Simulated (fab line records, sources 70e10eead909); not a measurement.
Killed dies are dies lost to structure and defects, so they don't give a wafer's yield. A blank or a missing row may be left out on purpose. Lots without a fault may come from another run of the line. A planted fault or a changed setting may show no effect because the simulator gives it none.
Problem report in the 8D (eight disciplines) form, filled by code | flow nand_harc | the parts of the form that need people (team, actions taken, sign-off) are left out

1. THE PROBLEM
run_length_s at NHARC_A_STAIRCASE_TRIM_220 reads a mean of 187.3 s on 6 wafers of 2 lots; wafers without a fault read 232.6 s with a standard deviation of 0.36. That is -99 or more standard deviations from the usual mean.
The step: chemistry O2, time 211.2 s.
First seen on wafer L227.2, day 14 10:40, on rie_diel-07. The record holds 36 wafers of 12 lots with a number at this step. Rule for "out", or "out of limits": more than 4 standard deviations from the usual mean. The other wafers with a number count as sound.

2. WHAT IT IS AND WHAT IT IS NOT
question                    | is                     | is not
which readings at this step | run_length_s           | drypump_motor_current_A, oes_product_au, rf_vpp_V, showerhead_plenum_p_Torr, throttle_valve_pct
which lots                  | L227, L232             | L216, L218, L219, L221, L222, L223, L224, L226, L229, L236
which wafers of those lots  | all that have a number | -
read on which tools         | rie_diel-07            | rie_diel-04, rie_diel-05
when                        | from day 14 10:40      | up to then (24 sound wafers); but 6 sound wafers of L229, L236 came after

3. SUSPECTS, AND WHAT RULES EACH OUT
Counting: a tool at a process step up to the reading stays a suspect if it ran every lot that is out and no sound lot after the first of them.
- rie_diel-07 at NHARC_A_STAIRCASE_TRIM_220 (chemistry O2, time 211.2 s): kept. It ran every lot that is out, first L227 (day 14 10:40), and no sound lot after that; its last sound lot up to then is L226 (day 13 17:54). Its own readings are out on those wafers: run_length_s.
Left after counting: rie_diel-07 at NHARC_A_STAIRCASE_TRIM_220.

4. THE CAUSE (what the simulator had put in)
Process parameter drift: rie_diel-07, from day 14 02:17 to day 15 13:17, at NHARC_A_STAIRCASE_TRIM_220. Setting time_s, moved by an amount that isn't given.
Counting left only this tool.

5. THE CHAIN OF EFFECTS, in route order
Each row: a reading whose mean over the struck wafers that have a number lies more than 3 standard deviations from the usual. Only readings for which the record gives a usual standard deviation are gone through. hours: the time from each lot's start at the first step in this table that gives one to its start at this step, as a median over the lots. sigmas: the change in usual standard deviations.
hours | step                       | reading      | usual   | on struck wafers | change | sigmas
0     | NHARC_A_STAIRCASE_TRIM_220 | run_length_s | 232.6 s | 187.3            | -45.3  | -99 or more
The process steps in it:
- NHARC_A_STAIRCASE_TRIM_220: chemistry O2, time 211.2 s.

6. WHAT WOULD HAVE CAUGHT IT SOONER
In this record the first reading out of limits was taken at day 14 10:40, 8 hours after the fault began at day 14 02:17.
